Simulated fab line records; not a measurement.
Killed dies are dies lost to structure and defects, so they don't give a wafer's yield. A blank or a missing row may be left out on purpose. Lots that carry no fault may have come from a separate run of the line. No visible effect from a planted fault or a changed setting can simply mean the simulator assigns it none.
fab line records + flow n5_finfet
record:
- lots: 14
- wafers: 42
- last_day: 17
route steps=1938 shown BEOL_M14@1727
lots with no fault: from the same line, run without faults
start_h: the number of hours between the record's first day and the start of the first shown wafer of the lot + wait_h: time in hours since the lot's previous step + " the same as in the row above + L1.1+2: a single row standing in for several wafers + - no value, or no start given + * or withheld: withheld + < > ~ a bound
route shown NAME@n: names a module that has steps shown in the file, with the first one's number in the route + usual: mean/standard deviation taken from wafers without a fault + same: alike in all rows + chamber/n: place in a boat + sites: per-site readings + _std_site: their standard deviation + _edge_site: mean of outer sites minus mean of inner sites + radius_mm: for every site, how far away it sits from the centre of the wafer + mask NAME#n: copy n + behind: the tool/chamber that last shaped the wafer + hold: what put the lot on hold/how long, in hours/how the hold closed + device: which transistor (n, p or np) failed to switch + end of line: tests run on the same wafers once the route is complete + step lacking rows: just its recipe + killed: not the wafer's yield, but the dies lost to structure and defects at the first sort + map: a wafer's dies, x killed, . not, _ none there
set.NAME: the setting as run; set.NAME@STEP: as run at that earlier step + model.NAME: the simulator's own value behind a step, which no gauge read
the route's steps for a sample of lots (tables are steps, rows are wafers)
services: from which hour (start_h, from the record's first day; less than 0 if before it) a tool's chamber was out of use, for how many hours, and why
== steps ==
step: N5_BEOL_M14_OVL_MEAS_11
recipe:
- points_per_wafer: 44
usual:
- V13_OVL: -1/6.7
| lot.wafer | tool       | chamber | start_h | wait_h | V13_OVL[nm] |
|-----------|------------|---------|---------|--------|-------------|
| L515.2    | overlay-01 | 0       | 250.74  | 0.0    | -5          |
| L515.5    | "          | 0       | "       | "      | -8          |
| L515.6    | "          | 0       | "       | "      | 2           |
| L517.2    | overlay-01 | 0       | 251.48  | 0.0    | -10         |
| L517.4    | "          | 0       | "       | "      | -2          |
| L517.6    | "          | 0       | "       | "      | -5          |
| L520.1    | overlay-01 | 0       | 274.01  | 0.0    | 8           |
| L520.4    | "          | 0       | "       | "      | 11          |
| L520.6    | "          | 0       | "       | "      | 9           |
| L522.1    | overlay-02 | 0       | 284.89  | 0.0    | -9          |
| L522.4    | "          | 0       | "       | "      | -10         |
| L522.6    | "          | 0       | "       | "      | -11         |
| L524.1    | overlay-01 | 0       | 287.26  | 0.0    | -9          |
| L524.2    | "          | 0       | "       | "      | -5          |
| L524.4    | "          | 0       | "       | "      | -3          |
| L526.2    | overlay-01 | 0       | 299.25  | 0.0    | 0           |
| L526.4    | "          | 0       | "       | "      | -1          |
| L526.6    | "          | 0       | "       | "      | 3           |
| L527.1    | overlay-02 | 0       | 310.10  | 0.0    | -14         |
| L527.2    | "          | 0       | "       | "      | 4           |
| L527.4    | "          | 0       | "       | "      | 1           |
| L531.1    | overlay-01 | 0       | 326.69  | 0.0    | 13          |
| L531.3    | "          | 0       | "       | "      | 4           |
| L531.6    | "          | 0       | "       | "      | 5           |
| L533.1    | overlay-01 | 0       | 349.62  | 0.0    | 3           |
| L533.4    | "          | 0       | "       | "      | -2          |
| L533.6    | "          | 0       | "       | "      | 4           |
| L536.1    | overlay-02 | 0       | 361.51  | 0.1    | 5           |
| L536.3    | "          | 0       | "       | "      | 4           |
| L536.4    | "          | 0       | "       | "      | -4          |
| L534.1    | overlay-02 | 0       | 362.77  | 0.0    | 3           |
| L534.4    | "          | 0       | "       | "      | 5           |
| L534.5    | "          | 0       | "       | "      | 0           |
| L535.2    | overlay-02 | 0       | 365.49  | 0.0    | -1          |
| L535.3    | "          | 0       | "       | "      | -1          |
| L535.4    | "          | 0       | "       | "      | -5          |
| L537.2    | overlay-02 | 0       | 373.47  | 0.0    | -1          |
| L537.3    | "          | 0       | "       | "      | -4          |
| L537.6    | "          | 0       | "       | "      | -2          |
| L538.1    | overlay-02 | 0       | 377.79  | 0.0    | -1          |
| L538.4    | "          | 0       | "       | "      | -3          |
| L538.5    | "          | 0       | "       | "      | 8           |
step: N5_BEOL_M14_ETCH_59
recipe:
- chemistry: N2/H2
- target: BARC
- target_depth_a: 890
- overetch_a: 267
- time_s: 67.9
- ion_energy_ev: 200
- pressure_mtorr: 30
- source_w: 840
- bias_w: 150
- n2_flow_sccm: 200
- h2_flow_sccm: 200
usual:
- drypump_motor_current_A: 5.9/0.53
- oes_product_au: 0.68/0.061
- rf_vpp_V: 523.4/2.2
- showerhead_plenum_p_Torr: 2.53/0.078
- throttle_valve_pct: 17.92/0.24
same:
- time_s: 67.9
| lot.wafer | tool        | chamber | start_h | wait_h | drypump_motor_current_A | oes_product_au | rf_hours_counter_h | rf_vpp_V | showerhead_plenum_p_Torr | throttle_valve_pct |
|-----------|-------------|---------|---------|--------|-------------------------|----------------|--------------------|----------|--------------------------|--------------------|
| L515.2    | rie_diel-02 | 0       | 250.87  | 0.0    | 5.3                     | 0.71           | 50                 | 523.0    | 2.48                     | 17.59              |
| L515.5    | "           | 2       | "       | "      | 6.5                     | 0.69           | -                  | 524.6    | 2.56                     | 18.03              |
| L515.6    | "           | 3       | "       | "      | 5.1                     | 0.57           | -                  | 522.8    | 2.51                     | 18.56              |
| L517.2    | rie_diel-06 | 3       | 251.60  | 0.0    | 4.9                     | 0.66           | 120                | 523.8    | 2.56                     | 18.12              |
| L517.4    | "           | 1       | "       | "      | 5.7                     | 0.62           | 167                | 525.3    | 2.64                     | 18.31              |
| L517.6    | "           | 2       | "       | "      | 5.9                     | 0.60           | -                  | 520.3    | 2.42                     | 17.72              |
| L520.1    | rie_diel-02 | 1       | 274.34  | 0.0    | 5.5                     | 0.58           | 246                | 525.0    | 2.62                     | 18.24              |
| L520.4    | "           | 0       | "       | "      | 5.3                     | 0.70           | -                  | 521.0    | 2.48                     | 17.64              |
| L520.6    | "           | 1       | "       | "      | 5.5                     | 0.59           | -                  | 526.4    | 2.62                     | 18.24              |
| L522.1    | rie_diel-04 | 3       | 285.00  | 0.0    | 6.0                     | 0.68           | 99                 | 527.4    | 2.67                     | 17.81              |
| L522.4    | "           | 0       | "       | "      | 6.5                     | 0.76           | 28                 | 523.1    | 2.48                     | 17.59              |
| L522.6    | "           | 3       | "       | "      | 6.0                     | 0.68           | -                  | 526.2    | 2.67                     | 17.82              |
| L524.1    | rie_diel-06 | 1       | 287.35  | 0.0    | 5.7                     | 0.61           | 179                | 527.6    | 2.64                     | 18.35              |
| L524.2    | "           | 3       | "       | "      | 4.9                     | 0.66           | 132                | 525.7    | 2.56                     | 18.15              |
| L524.4    | "           | 2       | "       | "      | 6.0                     | 0.60           | 195                | 519.5    | 2.42                     | 17.76              |
| L526.2    | rie_diel-04 | 2       | 299.35  | 0.0    | 5.9                     | 0.66           | 115                | 522.3    | 2.45                     | 18.01              |
| L526.4    | "           | 0       | "       | "      | 6.5                     | 0.76           | 33                 | 522.6    | 2.48                     | 17.60              |
| L526.6    | "           | 0       | "       | "      | 6.5                     | 0.75           | -                  | 522.7    | 2.48                     | 17.61              |
| L527.1    | rie_diel-04 | 3       | 310.20  | 0.0    | 6.0                     | 0.67           | 108                | 526.6    | 2.67                     | 17.82              |
| L527.2    | "           | 1       | "       | "      | 5.9                     | 0.73           | 50                 | 522.9    | 2.48                     | 17.82              |
| L527.4    | "           | 2       | "       | "      | 5.8                     | 0.65           | 119                | 521.2    | 2.45                     | 18.00              |
| L531.1    | rie_diel-04 | 0       | 326.78  | 0.0    | 6.5                     | 0.74           | 42                 | 522.7    | 2.47                     | 17.63              |
| L531.3    | "           | 1       | "       | "      | 5.9                     | 0.73           | 55                 | 521.5    | 2.48                     | 17.83              |
| L531.6    | "           | 1       | "       | "      | 5.9                     | 0.73           | -                  | 520.4    | 2.48                     | 17.82              |
| L533.1    | rie_diel-02 | 3       | 349.71  | 0.0    | 5.1                     | 0.76           | 30                 | 523.4    | 2.50                     | 18.18              |
| L533.4    | "           | 0       | "       | "      | 5.2                     | 0.68           | 92                 | 522.3    | 2.47                     | 17.67              |
| L533.6    | "           | 3       | "       | "      | 5.1                     | 0.76           | -                  | 522.7    | 2.50                     | 18.18              |
| L536.1    | rie_diel-04 | 2       | 361.61  | 0.0    | 5.9                     | 0.65           | 137                | 521.7    | 2.44                     | 18.03              |
| L536.3    | "           | 0       | "       | "      | 6.5                     | 0.73           | 55                 | 520.7    | 2.47                     | 17.64              |
| L536.4    | "           | 3       | "       | "      | 6.0                     | 0.66           | 124                | 527.9    | 2.66                     | 17.86              |
| L534.1    | rie_diel-04 | 2       | 362.86  | 0.0    | 5.8                     | 0.65           | 138                | 521.9    | 2.44                     | 18.06              |
| L534.4    | "           | 0       | "       | "      | 6.5                     | 0.72           | 56                 | 523.4    | 2.47                     | 17.64              |
| L534.5    | "           | 3       | "       | "      | 6.0                     | 0.65           | -                  | 526.8    | 2.66                     | 17.86              |
| L535.2    | rie_diel-06 | 0       | 365.58  | 0.0    | 6.8                     | 0.62           | 175                | 520.0    | 2.43                     | 17.68              |
| L535.3    | "           | 1       | "       | "      | 5.7                     | 0.60           | 206                | 525.6    | 2.63                     | 18.39              |
| L535.4    | "           | 2       | "       | "      | 5.9                     | 0.58           | 223                | 521.0    | 2.41                     | 17.81              |
| L537.2    | rie_diel-04 | 0       | 373.60  | 0.0    | 6.5                     | 0.72           | 60                 | 521.6    | 2.47                     | 17.65              |
| L537.3    | "           | 2       | "       | "      | 5.9                     | 0.65           | 142                | 521.4    | 2.44                     | 18.05              |
| L537.6    | "           | 3       | "       | "      | 6.1                     | 0.65           | -                  | 526.8    | 2.66                     | 17.89              |
| L538.1    | rie_diel-02 | 2       | 377.97  | 0.0    | 6.4                     | 0.65           | 160                | 523.6    | 2.54                     | 18.13              |
| L538.4    | "           | 1       | "       | "      | 5.5                     | 0.77           | 28                 | 525.2    | 2.60                     | 17.85              |
| L538.5    | "           | 0       | "       | "      | 5.3                     | 0.67           | -                  | 521.4    | 2.46                     | 17.68              |
step: N5_BEOL_M14_PEB_26
recipe:
- peb_temp_c: 130
- peb_time_s: 90
usual:
- chill_plate_temp_C: 22.98/0.1
- exhaust_pa: 44.9/0.82
| lot.wafer | tool           | chamber | start_h | wait_h | chill_plate_temp_C | exhaust_pa |
|-----------|----------------|---------|---------|--------|--------------------|------------|
| L515.2    | litho_track-04 | 0       | 251.48  | 0.0    | 23.00              | 44.1       |
| L515.5    | "              | 0       | "       | "      | 23.09              | 45.4       |
| L515.6    | "              | 0       | "       | "      | 23.00              | 44.1       |
| L517.2    | litho_track-04 | 0       | 252.37  | 0.0    | 22.82              | 43.9       |
| L517.4    | "              | 0       | "       | "      | 23.09              | 43.7       |
| L517.6    | "              | 0       | "       | "      | 23.06              | 44.4       |
| L520.1    | litho_track-05 | 0       | 275.07  | 0.1    | 22.94              | 45.2       |
| L520.4    | "              | 0       | "       | "      | 22.97              | 45.7       |
| L520.6    | "              | 0       | "       | "      | 22.97              | 45.3       |
| L522.1    | litho_track-02 | 0       | 285.61  | 0.1    | 23.00              | 44.0       |
| L522.4    | "              | 0       | "       | "      | 23.01              | 45.8       |
| L522.6    | "              | 0       | "       | "      | 22.97              | 44.8       |
| L524.1    | litho_track-05 | 0       | 288.09  | 0.1    | 22.99              | 44.7       |
| L524.2    | "              | 0       | "       | "      | 23.10              | 44.0       |
| L524.4    | "              | 0       | "       | "      | 23.02              | 44.4       |
| L526.2    | litho_track-04 | -       | 299.96  | 0.0    | -                  | -          |
| L526.4    | "              | -       | "       | "      | -                  | -          |
| L526.6    | "              | -       | "       | "      | -                  | -          |
| L527.1    | litho_track-05 | -       | 310.81  | 0.1    | -                  | -          |
| L527.2    | "              | -       | "       | "      | -                  | -          |
| L527.4    | "              | -       | "       | "      | -                  | -          |
| L531.1    | litho_track-02 | 0       | 327.40  | 0.1    | 23.19              | 45.5       |
| L531.3    | "              | 0       | "       | "      | 23.12              | 46.0       |
| L531.6    | "              | 0       | "       | "      | 23.20              | 45.3       |
| L533.1    | litho_track-02 | 0       | 350.45  | 0.1    | 23.00              | 44.9       |
| L533.4    | "              | 0       | "       | "      | 22.97              | 44.4       |
| L533.6    | "              | 0       | "       | "      | 22.93              | 44.2       |
| L536.1    | litho_track-05 | 0       | 362.34  | 0.1    | 22.86              | 45.5       |
| L536.3    | "              | 0       | "       | "      | 22.86              | 45.6       |
| L536.4    | "              | 0       | "       | "      | 22.76              | 46.3       |
| L534.1    | litho_track-05 | 0       | 363.48  | 0.1    | 23.24              | 44.1       |
| L534.4    | "              | 0       | "       | "      | 23.00              | 44.0       |
| L534.5    | "              | 0       | "       | "      | 23.05              | 43.8       |
| L535.2    | litho_track-05 | 0       | 366.32  | 0.0    | 23.06              | 44.1       |
| L535.3    | "              | 0       | "       | "      | 22.91              | 44.4       |
| L535.4    | "              | 0       | "       | "      | 22.94              | 46.0       |
| L537.2    | litho_track-04 | 0       | 374.21  | 0.0    | 23.05              | 45.5       |
| L537.3    | "              | 0       | "       | "      | 22.87              | 45.1       |
| L537.6    | "              | 0       | "       | "      | 22.86              | 44.7       |
| L538.1    | litho_track-02 | 0       | 378.70  | 0.1    | 23.11              | 44.8       |
| L538.4    | "              | 0       | "       | "      | 23.11              | 45.1       |
| L538.5    | "              | 0       | "       | "      | 22.91              | 44.9       |
step: N5_BEOL_M14_TRENCH_ETCH_34
recipe:
- chemistry: C4F8/O2/Ar
- target: SiO2
- target_depth_a: 5566.5
- mask_material: SOC
- he_inner_torr: 15
- he_outer_torr: 30
- time_s: 126.9
- ion_energy_ev: 800
- pressure_mtorr: 20
- source_w: 1905
- bias_w: 2040
- Ar_flow_sccm: 400
- C4F8_flow_sccm: 16
- O2_flow_sccm: 12
usual:
- drypump_motor_current_A: 5.8/0.56
- oes_ar_750_au: 0.80/0.072
- oes_product_au: 0.80/0.078
- rf_vpp_V: 2228/17
- showerhead_plenum_p_Torr: 3.41/0.093
- throttle_valve_pct: 30.90/0.27
same:
- time_s: 126.9
| lot.wafer | tool        | chamber | start_h | wait_h | drypump_motor_current_A | oes_ar_750_au | oes_product_au | rf_hours_counter_h | rf_vpp_V | showerhead_plenum_p_Torr | throttle_valve_pct |
|-----------|-------------|---------|---------|--------|-------------------------|---------------|----------------|--------------------|----------|--------------------------|--------------------|
| L515.2    | rie_diel-04 | 0       | 252.55  | 0.0    | 6.5                     | 0.92          | 0.94           | 17                 | 2213     | 3.39                     | 30.89              |
| L515.5    | "           | 0       | "       | "      | 6.6                     | 0.92          | 0.92           | -                  | 2213     | 3.39                     | 30.89              |
| L515.6    | "           | 1       | "       | "      | 6.0                     | 0.89          | 0.91           | -                  | 2217     | 3.36                     | 30.85              |
| L517.2    | rie_diel-06 | 0       | 253.54  | 0.0    | 6.8                     | 0.75          | 0.75           | 137                | 2223     | 3.30                     | 30.39              |
| L517.4    | "           | 1       | "       | "      | 5.7                     | 0.73          | 0.72           | 168                | 2249     | 3.56                     | 31.28              |
| L517.6    | "           | 3       | "       | "      | 4.9                     | 0.77          | 0.77           | -                  | 2251     | 3.45                     | 31.09              |
| L520.1    | rie_diel-04 | 3       | 275.97  | 0.0    | 6.0                     | 0.79          | 0.80           | 95                 | 2253     | 3.60                     | 30.79              |
| L520.4    | "           | 1       | "       | "      | 5.9                     | 0.88          | 0.88           | 38                 | 2217     | 3.36                     | 30.86              |
| L520.6    | "           | 2       | "       | "      | 5.9                     | 0.78          | 0.79           | -                  | 2244     | 3.32                     | 31.02              |
| L522.1    | rie_diel-04 | 2       | 286.27  | 0.0    | 5.9                     | 0.78          | 0.77           | 110                | 2244     | 3.32                     | 31.01              |
| L522.4    | "           | 3       | "       | "      | 6.0                     | 0.79          | 0.78           | 100                | 2254     | 3.60                     | 30.79              |
| L522.6    | "           | 0       | "       | "      | 6.5                     | 0.88          | 0.90           | -                  | 2212     | 3.38                     | 30.86              |
| L524.1    | rie_diel-04 | 3       | 288.75  | 0.0    | 6.0                     | 0.78          | 0.79           | 101                | 2252     | 3.60                     | 30.81              |
| L524.2    | "           | 2       | "       | "      | 5.8                     | 0.78          | 0.78           | 111                | 2242     | 3.32                     | 31.02              |
| L524.4    | "           | 0       | "       | "      | 6.5                     | 0.89          | 0.90           | 30                 | 2212     | 3.38                     | 30.89              |
| L526.2    | rie_diel-06 | 3       | 300.87  | 0.0    | 4.9                     | 0.76          | 0.76           | 137                | 2249     | 3.44                     | 31.12              |
| L526.4    | "           | 0       | "       | "      | 6.8                     | 0.74          | 0.74           | 153                | 2225     | 3.29                     | 30.41              |
| L526.6    | "           | 3       | "       | "      | 4.9                     | 0.76          | 0.76           | -                  | 2249     | 3.44                     | 31.13              |
| L527.1    | rie_diel-04 | 3       | 311.47  | 0.0    | 6.0                     | 0.78          | 0.77           | 108                | 2252     | 3.59                     | 30.82              |
| L527.2    | "           | 2       | "       | "      | 5.9                     | 0.77          | 0.77           | 119                | 2242     | 3.32                     | 31.03              |
| L527.4    | "           | 1       | "       | "      | 5.9                     | 0.86          | 0.86           | 51                 | 2216     | 3.35                     | 30.87              |
| L531.1    | rie_diel-02 | 2       | 328.06  | 0.0    | 6.5                     | 0.78          | 0.78           | 143                | 2234     | 3.44                     | 31.13              |
| L531.3    | "           | 0       | "       | "      | 5.2                     | 0.81          | 0.81           | 85                 | 2208     | 3.33                     | 30.48              |
| L531.6    | "           | 1       | "       | "      | 5.5                     | 0.93          | 0.94           | -                  | 2232     | 3.51                     | 30.83              |
| L533.1    | rie_diel-02 | 1       | 351.11  | 0.0    | 5.5                     | 0.92          | 0.91           | 19                 | 2232     | 3.50                     | 30.83              |
| L533.4    | "           | 3       | "       | "      | 5.1                     | 0.87          | 0.88           | 31                 | 2199     | 3.37                     | 31.19              |
| L533.6    | "           | 3       | "       | "      | 5.1                     | 0.88          | 0.87           | -                  | 2199     | 3.37                     | 31.18              |
| L536.1    | rie_diel-02 | 3       | 363.00  | 0.0    | 5.1                     | 0.87          | 0.87           | 35                 | 2199     | 3.36                     | 31.21              |
| L536.3    | "           | 2       | "       | "      | 6.5                     | 0.76          | 0.77           | 155                | 2235     | 3.44                     | 31.15              |
| L536.4    | "           | 1       | "       | "      | 5.5                     | 0.91          | 0.91           | 23                 | 2233     | 3.50                     | 30.85              |
| L534.1    | rie_diel-02 | 0       | 364.13  | 0.0    | 5.2                     | 0.79          | 0.79           | 99                 | 2207     | 3.32                     | 30.49              |
| L534.4    | "           | 2       | "       | "      | 6.5                     | 0.76          | 0.76           | 156                | 2234     | 3.44                     | 31.15              |
| L534.5    | "           | 0       | "       | "      | 5.3                     | 0.79          | 0.79           | -                  | 2211     | 3.32                     | 30.51              |
| L535.2    | rie_diel-04 | 3       | 366.98  | 0.0    | 6.0                     | 0.76          | 0.77           | 127                | 2252     | 3.58                     | 30.83              |
| L535.3    | "           | 0       | "       | "      | 6.5                     | 0.85          | 0.85           | 57                 | 2210     | 3.37                     | 30.91              |
| L535.4    | "           | 2       | "       | "      | 5.9                     | 0.76          | 0.76           | 140                | 2241     | 3.31                     | 31.05              |
| L537.2    | rie_diel-04 | 1       | 374.89  | 0.0    | 5.9                     | 0.84          | 0.84           | 72                 | 2215     | 3.34                     | 30.89              |
| L537.3    | "           | 2       | "       | "      | 5.9                     | 0.75          | 0.75           | 143                | 2242     | 3.31                     | 31.06              |
| L537.6    | "           | 0       | "       | "      | 6.5                     | 0.84          | 0.85           | -                  | 2210     | 3.36                     | 30.92              |
| L538.1    | rie_diel-06 | 0       | 379.42  | 0.0    | 6.8                     | 0.73          | 0.71           | 180                | 2222     | 3.27                     | 30.40              |
| L538.4    | "           | 3       | "       | "      | 4.9                     | 0.74          | 0.72           | 165                | 2247     | 3.42                     | 31.12              |
| L538.5    | "           | 1       | "       | "      | 5.7                     | 0.69          | 0.69           | -                  | 2246     | 3.53                     | 31.33              |
== services ==
| tool        | chamber | start_h | hours | kind                          |
|-------------|---------|---------|-------|-------------------------------|
| rie_diel-04 | 0       | 234.06  | 1.5   | repair                        |
| rie_diel-02 | 3       | 252.44  | -     | clean                         |
| rie_diel-02 | 3       | 252.44  | -     | consumable_replace:focus_ring |
| rie_diel-02 | 3       | 252.44  | 23.4  | scheduled_down                |
| rie_diel-02 | 3       | 252.44  | 23.4  | vent_cycle                    |
| rie_diel-02 | 1       | 284.06  | -     | clean                         |
| rie_diel-02 | 1       | 284.06  | -     | consumable_replace:focus_ring |
| rie_diel-02 | 1       | 284.06  | 13.9  | scheduled_down                |
| rie_diel-02 | 1       | 284.06  | 13.9  | vent_cycle                    |
| rie_diel-04 | 1       | 342.58  | 5.9   | repair                        |
| rie_diel-04 | 3       | 353.66  | 5.1   | repair                        |
| rie_diel-06 | -       | 360.52  | 0.5   | repair                        |
| rie_diel-02 | -       | 374.68  | 2.8   | pm                            |
| rie_diel-04 | 0       | 379.45  | 4.8   | repair                        |
== key ==
first_sign:
- step: N5_BEOL_M14_PEB_26
- reading: tool_record
- direction: missing
effect none on later readings
met_at N5_BEOL_M14_PEB_26
struck_lots L526,L527
later_rows_left_out L526.2,L526.4,L526.6,L527.1,L527.2,L527.4
sort_left_out L526.2,L526.4,L526.6,L527.1,L527.2,L527.4
not_acting_at N5_BEOL_M14_OVL_MEAS_11,N5_BEOL_M14_ETCH_59,N5_BEOL_M14_TRENCH_ETCH_34
onset_between 288.09 299.96
fault:
- kind: skipped_step_whole
- tool: litho_track-04,litho_track-05
- chamber: -
- onset_h: 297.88
- steps: N5_BEOL_M14_PEB_26
- scope: struck_lots_only
sort_left_out: the simulated sort isn't trusted on such a fault, so these wafers' sort isn't shown, and their yield isn't known
later_rows_left_out: the simulator's readings of these wafers behind a module that went badly wrong aren't trusted and aren't shown, but for the sort
